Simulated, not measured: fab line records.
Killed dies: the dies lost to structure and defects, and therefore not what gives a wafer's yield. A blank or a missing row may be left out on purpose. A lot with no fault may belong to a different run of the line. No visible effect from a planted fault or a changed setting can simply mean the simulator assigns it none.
The tool behind it: which one? / flow n5-finfet / 72 wafers from 24 lots sampled at 6 of the route's 1938 steps

WHAT THE GAUGES READ, wafer by wafer
N5_BEOL_M12_INSPECT_12: inspects for defects (macro).
lot=L074; measured=day 11 08:01; on=defect-inspect-02; raw-defect-count=3 1 2
lot=L076; measured=day 11 18:33; on=defect-inspect-01; raw-defect-count=2 1 2
lot=L075; measured=day 11 20:03; on=defect-inspect-02; raw-defect-count=3 1 0
lot=L077; measured=day 11 20:15; on=defect-inspect-02; raw-defect-count=3 3 2
lot=L080; measured=day 11 23:19; on=defect-inspect-02; raw-defect-count=2 0 2
lot=L078; measured=day 12 00:49; on=defect-inspect-01; raw-defect-count=0 1 3
lot=L079; measured=day 12 01:17; on=defect-inspect-02; raw-defect-count=0 1 1
lot=L081; measured=day 13 03:53; on=defect-inspect-01; raw-defect-count=1 6 4
lot=L084; measured=day 13 08:44; on=defect-inspect-02; raw-defect-count=0 3 0
lot=L082; measured=day 13 12:44; on=defect-inspect-02; raw-defect-count=2 3 1
lot=L083; measured=day 13 14:10; on=defect-inspect-01; raw-defect-count=1 3 1
lot=L086; measured=day 14 17:09; on=defect-inspect-01; raw-defect-count=1 2 2
lot=L087; measured=day 14 22:05; on=defect-inspect-01; raw-defect-count=4 1 1
lot=L088; measured=day 14 22:10; on=defect-inspect-02; raw-defect-count=2 5 1
lot=L085; measured=day 14 23:04; on=defect-inspect-01; raw-defect-count=3 0 3
lot=L090; measured=day 15 00:42; on=defect-inspect-02; raw-defect-count=2 2 1
lot=L089; measured=day 15 08:29; on=defect-inspect-02; raw-defect-count=0 2 1
lot=L092; measured=day 15 08:39; on=defect-inspect-02; raw-defect-count=0 2 1
lot=L091; measured=day 15 19:11; on=defect-inspect-02; raw-defect-count=1 4 2
lot=L094; measured=day 16 07:51; on=defect-inspect-01; raw-defect-count=3 0 2
lot=L095; measured=day 16 08:02; on=defect-inspect-01; raw-defect-count=4 2 2
lot=L093; measured=day 16 11:13; on=defect-inspect-02; raw-defect-count=2 2 1
lot=L096; measured=day 17 01:15; on=defect-inspect-02; raw-defect-count=3 1 6
lot=L097; measured=day 17 18:14; on=defect-inspect-01; raw-defect-count=1 2 0

N5_BEOL_M12_THK_MEAS_50: measures by xrf.
lot=L074; measured=day 11 11:26; on=film-metro-01; M12_THK (nm)=333 324 315
lot=L076; measured=day 11 23:27; on=film-metro-01; M12_THK (nm)=314 312 321
lot=L075; measured=day 11 23:47; on=film-metro-01; M12_THK (nm)=330 317 314
lot=L077; measured=day 12 00:52; on=film-metro-02; M12_THK (nm)=330 313 330
lot=L080; measured=day 12 06:53; on=film-metro-02; M12_THK (nm)=337 323 328
lot=L078; measured=day 12 07:36; on=film-metro-01; M12_THK (nm)=332 315 326
lot=L079; measured=day 12 08:02; on=film-metro-02; M12_THK (nm)=320 323 324
lot=L081; measured=day 13 14:18; on=film-metro-01; M12_THK (nm)=332 340 332
lot=L084; measured=day 13 15:39; on=film-metro-01; M12_THK (nm)=331 324 315
lot=L082; measured=day 13 20:40; on=film-metro-01; M12_THK (nm)=328 325 318
lot=L083; measured=day 13 23:29; on=film-metro-02; M12_THK (nm)=327 317 324
lot=L086; measured=day 15 00:26; on=film-metro-02; M12_THK (nm)=326 322 331
lot=L087; measured=day 15 02:56; on=film-metro-01; M12_THK (nm)=333 331 335
lot=L088; measured=day 15 03:02; on=film-metro-01; M12_THK (nm)=336 328 324
lot=L085; measured=day 15 05:55; on=film-metro-01; M12_THK (nm)=342 331 340
lot=L090; measured=day 15 07:23; on=film-metro-01; M12_THK (nm)=318 321 328
lot=L089; measured=day 15 14:36; on=film-metro-02; M12_THK (nm)=326 319 310
lot=L092; measured=day 15 17:19; on=film-metro-01; M12_THK (nm)=335 330 329
lot=L091; measured=day 16 01:16; on=film-metro-02; M12_THK (nm)=323 316 337
lot=L094; measured=day 16 14:11; on=film-metro-02; M12_THK (nm)=324 332 323
lot=L095; measured=day 16 15:43; on=film-metro-01; M12_THK (nm)=316 316 325
lot=L093; measured=day 16 20:09; on=film-metro-02; M12_THK (nm)=331 324 325
lot=L096; measured=day 17 06:08; on=film-metro-02; M12_THK (nm)=324 334 332
lot=L097; measured=day 17 23:22; on=film-metro-02; M12_THK (nm)=326 330 316

N5_BEOL_M13_THK_MEAS_50: measures by xrf.
lot=L074; measured=day 11 17:26; on=film-metro-02; M13_THK (nm)=413 416 419
lot=L076; measured=day 12 12:14; on=film-metro-02; M13_THK (nm)=434 424 437
lot=L075; measured=day 12 13:35; on=film-metro-01; M13_THK (nm)=423 435 436
lot=L077; measured=day 12 16:08; on=film-metro-01; M13_THK (nm)=424 442 430
lot=L080; measured=day 12 17:41; on=film-metro-02; M13_THK (nm)=416 420 436
lot=L078; measured=day 12 18:14; on=film-metro-01; M13_THK (nm)=416 438 417
lot=L079; measured=day 12 19:03; on=film-metro-02; M13_THK (nm)=416 431 413
lot=L081; measured=day 13 23:49; on=film-metro-01; M13_THK (nm)=428 433 419
lot=L084; measured=day 14 02:26; on=film-metro-02; M13_THK (nm)=430 419 420
lot=L082; measured=day 14 03:05; on=film-metro-01; M13_THK (nm)=437 434 423
lot=L083; measured=day 14 04:50; on=film-metro-01; M13_THK (nm)=421 434 417
lot=L086; measured=day 15 06:36; on=film-metro-02; M13_THK (nm)=434 433 428
lot=L087; measured=day 15 08:25; on=film-metro-01; M13_THK (nm)=441 434 438
lot=L088; measured=day 15 08:46; on=film-metro-02; M13_THK (nm)=430 434 427
lot=L085; measured=day 15 14:38; on=film-metro-02; M13_THK (nm)=424 419 423
lot=L090; measured=day 15 14:04; on=film-metro-02; M13_THK (nm)=431 428 432
lot=L089; measured=day 15 21:52; on=film-metro-01; M13_THK (nm)=416 423 409
lot=L092; measured=day 15 23:56; on=film-metro-02; M13_THK (nm)=426 417 424
lot=L091; measured=day 16 11:04; on=film-metro-02; M13_THK (nm)=423 426 414
lot=L094; measured=day 16 22:38; on=film-metro-02; M13_THK (nm)=436 431 419
lot=L095; measured=day 17 01:22; on=film-metro-02; M13_THK (nm)=423 426 415
lot=L093; measured=day 17 02:38; on=film-metro-01; M13_THK (nm)=441 443 441
lot=L096; measured=day 17 10:22; on=film-metro-02; M13_THK (nm)=430 432 430
lot=L097; measured=day 18 03:52; on=film-metro-01; M13_THK (nm)=430 433 438

WHICH TOOL RAN EACH LOT (tool, then ch and the chambers of the sampled wafers, then the start)
lot=L074; N5_BEOL_M11_DEP_56=pecvd-04 ch 0,2, day 11 07:16; N5_BEOL_M12_SPUTTER_45=pvd-sputter-02, day 11 10:35; N5_BEOL_M13_DESCUM_33=rie-diel-03 ch 1,2, day 11 13:14
lot=L076; N5_BEOL_M11_DEP_56=pecvd-04 ch 0,1, day 11 17:49; N5_BEOL_M12_SPUTTER_45=pvd-sputter-02, day 11 22:36; N5_BEOL_M13_DESCUM_33=rie-diel-03 ch 2,3, day 12 01:09
lot=L075; N5_BEOL_M11_DEP_56=pecvd-01 ch 1,2, day 11 19:25; N5_BEOL_M12_SPUTTER_45=pvd-sputter-03, day 11 22:55; N5_BEOL_M13_DESCUM_33=rie-diel-03 ch 0,2, day 12 01:41
lot=L077; N5_BEOL_M11_DEP_56=pecvd-03 ch 0,2, day 11 19:38; N5_BEOL_M12_SPUTTER_45=pvd-sputter-03, day 12 00:00; N5_BEOL_M13_DESCUM_33=rie-diel-04 ch 2,3, day 12 02:32
lot=L080; N5_BEOL_M11_DEP_56=pecvd-04 ch 0,1,2, day 11 22:43; N5_BEOL_M12_SPUTTER_45=pvd-sputter-03, day 12 06:02; N5_BEOL_M13_DESCUM_33=rie-diel-02 ch 0,1,2, day 12 08:42
lot=L078; N5_BEOL_M11_DEP_56=pecvd-03 ch 0,2, day 12 00:13; N5_BEOL_M12_SPUTTER_45=pvd-sputter-03, day 12 06:45; N5_BEOL_M13_DESCUM_33=rie-diel-02 ch 0,1,2, day 12 09:17
lot=L079; N5_BEOL_M11_DEP_56=pecvd-04 ch 0,1,2, day 12 00:40; N5_BEOL_M12_SPUTTER_45=pvd-sputter-03, day 12 07:11; N5_BEOL_M13_DESCUM_33=rie-diel-04 ch 2,3, day 12 10:37
lot=L081; N5_BEOL_M11_DEP_56=pecvd-04 ch 0,2, day 13 03:16; N5_BEOL_M12_SPUTTER_45=pvd-sputter-01, day 13 10:30; N5_BEOL_M13_DESCUM_33=rie-diel-03 ch 0,2,3, day 13 16:06
lot=L084; N5_BEOL_M11_DEP_56=pecvd-01 ch 0,2, day 13 08:00; N5_BEOL_M12_SPUTTER_45=pvd-sputter-02, day 13 12:21; N5_BEOL_M13_DESCUM_33=rie-diel-04 ch 1,2,3, day 13 17:26
lot=L082; N5_BEOL_M11_DEP_56=pecvd-01 ch 1,2, day 13 12:08; N5_BEOL_M12_SPUTTER_45=pvd-sputter-02, day 13 16:38; N5_BEOL_M13_DESCUM_33=rie-diel-04 ch 2,3, day 13 22:49
lot=L083; N5_BEOL_M11_DEP_56=pecvd-04 ch 0,1,2, day 13 13:33; N5_BEOL_M12_SPUTTER_45=pvd-sputter-03, day 13 22:38; N5_BEOL_M13_DESCUM_33=rie-diel-04 ch 0,3, day 14 01:20
lot=L086; N5_BEOL_M11_DEP_56=pecvd-04 ch 0,1,2, day 14 16:25; N5_BEOL_M12_SPUTTER_45=pvd-sputter-03, day 14 22:01; N5_BEOL_M13_DESCUM_33=rie-diel-02 ch 0,2, day 15 02:19
lot=L087; N5_BEOL_M11_DEP_56=pecvd-01 ch 0,1,2, day 14 21:25; N5_BEOL_M12_SPUTTER_45=pvd-sputter-02, day 15 02:05; N5_BEOL_M13_DESCUM_33=rie-diel-02 ch 0,3, day 15 04:38
lot=L088; N5_BEOL_M11_DEP_56=pecvd-04 ch 0,1,2, day 14 21:29; N5_BEOL_M12_SPUTTER_45=pvd-sputter-03, day 15 02:05; N5_BEOL_M13_DESCUM_33=rie-diel-02 ch 0,2, day 15 05:11
lot=L085; N5_BEOL_M11_DEP_56=pecvd-04 ch 1,2, day 14 22:25; N5_BEOL_M12_SPUTTER_45=pvd-sputter-01, day 15 05:02; N5_BEOL_M13_DESCUM_33=rie-diel-04 ch 0,1, day 15 07:43
lot=L090; N5_BEOL_M11_DEP_56=pecvd-03 ch 0,1,2, day 14 23:58; N5_BEOL_M12_SPUTTER_45=pvd-sputter-01, day 15 06:31; N5_BEOL_M13_DESCUM_33=rie-diel-03 ch 0,1,3, day 15 09:11
lot=L089; N5_BEOL_M11_DEP_56=pecvd-01 ch 0,1,2, day 15 07:45; N5_BEOL_M12_SPUTTER_45=pvd-sputter-02, day 15 13:23; N5_BEOL_M13_DESCUM_33=rie-diel-04 ch 0,1,2, day 15 16:56
lot=L092; N5_BEOL_M11_DEP_56=pecvd-01 ch 0,1,2, day 15 07:49; N5_BEOL_M12_SPUTTER_45=pvd-sputter-02, day 15 16:26; N5_BEOL_M13_DESCUM_33=rie-diel-04 ch 2,3, day 15 19:07
lot=L091; N5_BEOL_M11_DEP_56=pecvd-01 ch 0,2, day 15 18:34; N5_BEOL_M12_SPUTTER_45=pvd-sputter-01, day 16 00:07; N5_BEOL_M13_DESCUM_33=rie-diel-04 ch 0,2,3, day 16 03:25
lot=L094; N5_BEOL_M11_DEP_56=pecvd-04 ch 1,2, day 16 07:07; N5_BEOL_M12_SPUTTER_45=pvd-sputter-02, day 16 13:20; N5_BEOL_M13_DESCUM_33=rie-diel-04 ch 0,1,3, day 16 16:10
lot=L095; N5_BEOL_M11_DEP_56=pecvd-03 ch 0,1,2, day 16 07:25; N5_BEOL_M12_SPUTTER_45=pvd-sputter-02, day 16 14:11; N5_BEOL_M13_DESCUM_33=rie-diel-04 ch 1,2, day 16 18:01
lot=L093; N5_BEOL_M11_DEP_56=pecvd-03 ch 0,2, day 16 10:35; N5_BEOL_M12_SPUTTER_45=pvd-sputter-03, day 16 16:16; N5_BEOL_M13_DESCUM_33=rie-diel-02 ch 1,2,3, day 16 22:06
lot=L096; N5_BEOL_M11_DEP_56=pecvd-01 ch 0,2, day 17 00:31; N5_BEOL_M12_SPUTTER_45=pvd-sputter-03, day 17 05:04; N5_BEOL_M13_DESCUM_33=rie-diel-02 ch 1,2,3, day 17 08:07
lot=L097; N5_BEOL_M11_DEP_56=pecvd-01 ch 1,2, day 17 17:38; N5_BEOL_M12_SPUTTER_45=pvd-sputter-03, day 17 22:17; N5_BEOL_M13_DESCUM_33=rie-diel-02 ch 1,2,3, day 18 01:17
- N5_BEOL_M11_DEP_56: deposits SiCN from 3MS/NH3, target thk 30 nm, time 10.5 s.
- N5_BEOL_M12_SPUTTER_45: material Cu, target thk 80 nm, time 13.33 s.
- N5_BEOL_M13_DESCUM_33: chemistry O2, time 7.9 s.

AS READ BY THE TOOLS THEMSELVES (means over the sampled wafers that have a number; for cases with no such wafer, the mark the record gives instead)
N5_BEOL_M11_DEP_56.
lot=L074; tool=pecvd-04; showerhead-plenum-p-Torr (Torr)=4.152; throttle-valve-pct (%)=16.9
lot=L076; tool=pecvd-04; showerhead-plenum-p-Torr (Torr)=4.164; throttle-valve-pct (%)=17.6
lot=L075; tool=pecvd-01; showerhead-plenum-p-Torr (Torr)=4.150; throttle-valve-pct (%)=19.3
lot=L077; tool=pecvd-03; showerhead-plenum-p-Torr (Torr)=4.167; throttle-valve-pct (%)=17.1
lot=L080; tool=pecvd-04; showerhead-plenum-p-Torr (Torr)=4.153; throttle-valve-pct (%)=17.3
lot=L078; tool=pecvd-03; showerhead-plenum-p-Torr (Torr)=4.175; throttle-valve-pct (%)=17.4
lot=L079; tool=pecvd-04; showerhead-plenum-p-Torr (Torr)=4.153; throttle-valve-pct (%)=17.4
lot=L081; tool=pecvd-04; showerhead-plenum-p-Torr (Torr)=4.164; throttle-valve-pct (%)=17.4
lot=L084; tool=pecvd-01; showerhead-plenum-p-Torr (Torr)=4.153; throttle-valve-pct (%)=17.9
lot=L082; tool=pecvd-01; showerhead-plenum-p-Torr (Torr)=4.153; throttle-valve-pct (%)=19.3
lot=L083; tool=pecvd-04; showerhead-plenum-p-Torr (Torr)=4.148; throttle-valve-pct (%)=17.3
lot=L086; tool=pecvd-04; showerhead-plenum-p-Torr (Torr)=4.148; throttle-valve-pct (%)=17.3
lot=L087; tool=pecvd-01; showerhead-plenum-p-Torr (Torr)=4.149; throttle-valve-pct (%)=18.5
lot=L088; tool=pecvd-04; showerhead-plenum-p-Torr (Torr)=4.152; throttle-valve-pct (%)=17.3
lot=L085; tool=pecvd-04; showerhead-plenum-p-Torr (Torr)=4.137; throttle-valve-pct (%)=17.0
lot=L090; tool=pecvd-03; showerhead-plenum-p-Torr (Torr)=4.175; throttle-valve-pct (%)=17.9
lot=L089; tool=pecvd-01; showerhead-plenum-p-Torr (Torr)=4.150; throttle-valve-pct (%)=18.6
lot=L092; tool=pecvd-01; showerhead-plenum-p-Torr (Torr)=4.156; throttle-valve-pct (%)=18.6
lot=L091; tool=pecvd-01; showerhead-plenum-p-Torr (Torr)=4.156; throttle-valve-pct (%)=18.0
lot=L094; tool=pecvd-04; showerhead-plenum-p-Torr (Torr)=4.137; throttle-valve-pct (%)=16.8
lot=L095; tool=pecvd-03; showerhead-plenum-p-Torr (Torr)=4.170; throttle-valve-pct (%)=18.1
lot=L093; tool=pecvd-03; showerhead-plenum-p-Torr (Torr)=4.173; throttle-valve-pct (%)=17.5
lot=L096; tool=pecvd-01; showerhead-plenum-p-Torr (Torr)=4.157; throttle-valve-pct (%)=17.9
lot=L097; tool=pecvd-01; showerhead-plenum-p-Torr (Torr)=4.156; throttle-valve-pct (%)=19.4

N5_BEOL_M12_SPUTTER_45.
lot=L074; tool=pvd-sputter-02; substrate-temp-c (C)=-19.99; throttle-valve-pct (%)=30.3
lot=L076; tool=pvd-sputter-02; substrate-temp-c (C)=-20.02; throttle-valve-pct (%)=29.1
lot=L075; tool=pvd-sputter-03; substrate-temp-c (C)=-20.09; throttle-valve-pct (%)=31.1
lot=L077; tool=pvd-sputter-03; substrate-temp-c (C)=-19.91; throttle-valve-pct (%)=30.4
lot=L080; tool=pvd-sputter-03; substrate-temp-c (C)=-20.10; throttle-valve-pct (%)=30.4
lot=L078; tool=pvd-sputter-03; substrate-temp-c (C)=-20.07; throttle-valve-pct (%)=31.0
lot=L079; tool=pvd-sputter-03; substrate-temp-c (C)=-20.09; throttle-valve-pct (%)=30.7
lot=L081; tool=pvd-sputter-01; substrate-temp-c (C)=-20.01; throttle-valve-pct (%)=29.2
lot=L084; tool=pvd-sputter-02; substrate-temp-c (C)=-20.01; throttle-valve-pct (%)=29.5
lot=L082; tool=pvd-sputter-02; substrate-temp-c (C)=-20.02; throttle-valve-pct (%)=29.9
lot=L083; tool=pvd-sputter-03; substrate-temp-c (C)=-19.92; throttle-valve-pct (%)=30.7
lot=L086; tool=pvd-sputter-03; substrate-temp-c (C)=-20.06; throttle-valve-pct (%)=30.7
lot=L087; tool=pvd-sputter-02; substrate-temp-c (C)=-20.08; throttle-valve-pct (%)=30.0
lot=L088; tool=pvd-sputter-03; substrate-temp-c (C)=-19.88; throttle-valve-pct (%)=30.6
lot=L085; tool=pvd-sputter-01; substrate-temp-c (C)=-20.15; throttle-valve-pct (%)=29.1
lot=L090; tool=pvd-sputter-01; substrate-temp-c (C)=-19.99; throttle-valve-pct (%)=29.2
lot=L089; tool=pvd-sputter-02; substrate-temp-c (C)=-19.97; throttle-valve-pct (%)=29.9
lot=L092; tool=pvd-sputter-02; substrate-temp-c (C)=-20.04; throttle-valve-pct (%)=30.0
lot=L091; tool=pvd-sputter-01; substrate-temp-c (C)=-19.93; throttle-valve-pct (%)=29.6
lot=L094; tool=pvd-sputter-02; substrate-temp-c (C)=-20.03; throttle-valve-pct (%)=29.2
lot=L095; tool=pvd-sputter-02; substrate-temp-c (C)=-20.02; throttle-valve-pct (%)=29.5
lot=L093; tool=pvd-sputter-03; substrate-temp-c (C)=-20.02; throttle-valve-pct (%)=30.7
lot=L096; tool=pvd-sputter-03; substrate-temp-c (C)=-19.98; throttle-valve-pct (%)=30.8
lot=L097; tool=pvd-sputter-03; substrate-temp-c (C)=-20.01; throttle-valve-pct (%)=30.7

N5_BEOL_M13_DESCUM_33.
lot=L074; tool=rie-diel-03; drypump-motor-current-A (A)=5.8; oes-product-au (a.u.)=0.70; rf-vpp-V (V)=243.6; showerhead-plenum-p-Torr (Torr)=2.11; temp-c (C)=40.07; throttle-valve-pct (%)=20.66
lot=L076; tool=rie-diel-03; drypump-motor-current-A (A)=5.7; oes-product-au (a.u.)=0.74; rf-vpp-V (V)=243.1; showerhead-plenum-p-Torr (Torr)=2.10; temp-c (C)=40.04; throttle-valve-pct (%)=20.43
lot=L075; tool=rie-diel-03; drypump-motor-current-A (A)=5.3; oes-product-au (a.u.)=0.88; rf-vpp-V (V)=242.5; showerhead-plenum-p-Torr (Torr)=2.07; temp-c (C)=40.06; throttle-valve-pct (%)=20.62
lot=L077; tool=rie-diel-04; drypump-motor-current-A (A)=5.5; oes-product-au (a.u.)=0.72; rf-vpp-V (V)=242.4; showerhead-plenum-p-Torr (Torr)=2.08; temp-c (C)=39.99; throttle-valve-pct (%)=20.21
lot=L080; tool=rie-diel-02; drypump-motor-current-A (A)=5.7; oes-product-au (a.u.)=0.74; rf-vpp-V (V)=243.9; showerhead-plenum-p-Torr (Torr)=2.15; temp-c (C)=40.02; throttle-valve-pct (%)=20.72
lot=L078; tool=rie-diel-02; drypump-motor-current-A (A)=5.6; oes-product-au (a.u.)=0.75; rf-vpp-V (V)=243.2; showerhead-plenum-p-Torr (Torr)=2.15; temp-c (C)=40.00; throttle-valve-pct (%)=20.70
lot=L079; tool=rie-diel-04; drypump-motor-current-A (A)=5.5; oes-product-au (a.u.)=0.72; rf-vpp-V (V)=242.8; showerhead-plenum-p-Torr (Torr)=2.08; temp-c (C)=39.99; throttle-valve-pct (%)=20.22
lot=L081; tool=rie-diel-03; drypump-motor-current-A (A)=5.5; oes-product-au (a.u.)=0.79; rf-vpp-V (V)=242.9; showerhead-plenum-p-Torr (Torr)=2.08; temp-c (C)=40.04; throttle-valve-pct (%)=20.54
lot=L084; tool=rie-diel-04; drypump-motor-current-A (A)=5.6; oes-product-au (a.u.)=0.73; rf-vpp-V (V)=242.4; showerhead-plenum-p-Torr (Torr)=2.05; temp-c (C)=39.86; throttle-valve-pct (%)=20.18
lot=L082; tool=rie-diel-04; drypump-motor-current-A (A)=5.9; oes-product-au (a.u.)=0.71; rf-vpp-V (V)=242.1; showerhead-plenum-p-Torr (Torr)=2.06; temp-c (C)=39.97; throttle-valve-pct (%)=20.24
lot=L083; tool=rie-diel-04; drypump-motor-current-A (A)=6.0; oes-product-au (a.u.)=0.71; rf-vpp-V (V)=241.7; showerhead-plenum-p-Torr (Torr)=1.95; temp-c (C)=39.87; throttle-valve-pct (%)=20.39
lot=L086; tool=rie-diel-02; drypump-motor-current-A (A)=5.4; oes-product-au (a.u.)=0.91; rf-vpp-V (V)=244.7; showerhead-plenum-p-Torr (Torr)=2.14; temp-c (C)=40.08; throttle-valve-pct (%)=20.60
lot=L087; tool=rie-diel-02; drypump-motor-current-A (A)=6.3; oes-product-au (a.u.)=0.86; rf-vpp-V (V)=242.6; showerhead-plenum-p-Torr (Torr)=2.06; temp-c (C)=40.04; throttle-valve-pct (%)=20.25
lot=L088; tool=rie-diel-02; drypump-motor-current-A (A)=5.4; oes-product-au (a.u.)=0.91; rf-vpp-V (V)=244.2; showerhead-plenum-p-Torr (Torr)=2.14; temp-c (C)=39.98; throttle-valve-pct (%)=20.60
lot=L085; tool=rie-diel-04; drypump-motor-current-A (A)=5.5; oes-product-au (a.u.)=0.76; rf-vpp-V (V)=241.2; showerhead-plenum-p-Torr (Torr)=1.98; temp-c (C)=39.95; throttle-valve-pct (%)=20.22
lot=L090; tool=rie-diel-03; drypump-motor-current-A (A)=5.7; oes-product-au (a.u.)=0.85; rf-vpp-V (V)=243.1; showerhead-plenum-p-Torr (Torr)=2.09; temp-c (C)=40.00; throttle-valve-pct (%)=20.19
lot=L089; tool=rie-diel-04; drypump-motor-current-A (A)=5.5; oes-product-au (a.u.)=0.73; rf-vpp-V (V)=241.2; showerhead-plenum-p-Torr (Torr)=2.00; temp-c (C)=39.98; throttle-valve-pct (%)=20.28
lot=L092; tool=rie-diel-04; drypump-motor-current-A (A)=5.9; oes-product-au (a.u.)=0.89; rf-vpp-V (V)=242.1; showerhead-plenum-p-Torr (Torr)=2.05; temp-c (C)=40.05; throttle-valve-pct (%)=20.05
lot=L091; tool=rie-diel-04; drypump-motor-current-A (A)=5.8; oes-product-au (a.u.)=0.79; rf-vpp-V (V)=241.2; showerhead-plenum-p-Torr (Torr)=2.01; temp-c (C)=39.98; throttle-valve-pct (%)=20.21
lot=L094; tool=rie-diel-04; drypump-motor-current-A (A)=5.8; oes-product-au (a.u.)=0.81; rf-vpp-V (V)=241.2; showerhead-plenum-p-Torr (Torr)=1.98; temp-c (C)=40.02; throttle-valve-pct (%)=20.19
lot=L095; tool=rie-diel-04; drypump-motor-current-A (A)=5.3; oes-product-au (a.u.)=0.75; rf-vpp-V (V)=241.9; showerhead-plenum-p-Torr (Torr)=2.04; temp-c (C)=39.98; throttle-valve-pct (%)=20.15
lot=L093; tool=rie-diel-02; drypump-motor-current-A (A)=6.0; oes-product-au (a.u.)=0.86; rf-vpp-V (V)=243.1; showerhead-plenum-p-Torr (Torr)=2.09; temp-c (C)=39.99; throttle-valve-pct (%)=20.27
lot=L096; tool=rie-diel-02; drypump-motor-current-A (A)=5.9; oes-product-au (a.u.)=0.85; rf-vpp-V (V)=243.1; showerhead-plenum-p-Torr (Torr)=2.09; temp-c (C)=39.97; throttle-valve-pct (%)=20.28
lot=L097; tool=rie-diel-02; drypump-motor-current-A (A)=5.9; oes-product-au (a.u.)=0.83; rf-vpp-V (V)=242.8; showerhead-plenum-p-Torr (Torr)=2.09; temp-c (C)=40.02; throttle-valve-pct (%)=20.28

THE ANSWER, worked out from the rows above alone
Rule: the usual values come from the lots themselves. Put in order of their means at a reading, lots are off if they are a third of the lots or fewer, leave a main group of 4 or more, and stand apart from it by a gap of 3 or more times the standard deviation of the main group's means; of several such gaps the widest counts. If all means in a main group match to the digits the tables above print for the reading, that group is not used. A lot without any number at a reading at which 4 lots or more have one is off too. The other lots that the step has rows for count as sound. Order of review: gauges by route order, followed by the tools' own readings, for which a lot's mean as printed above is used. At the first step where some lot is off, the reading lying furthest off is the one used; lots without a number count as furthest.
None of the lots is off at any reading shown; this tells nothing.

WHAT THE SIMULATOR HAD PUT IN
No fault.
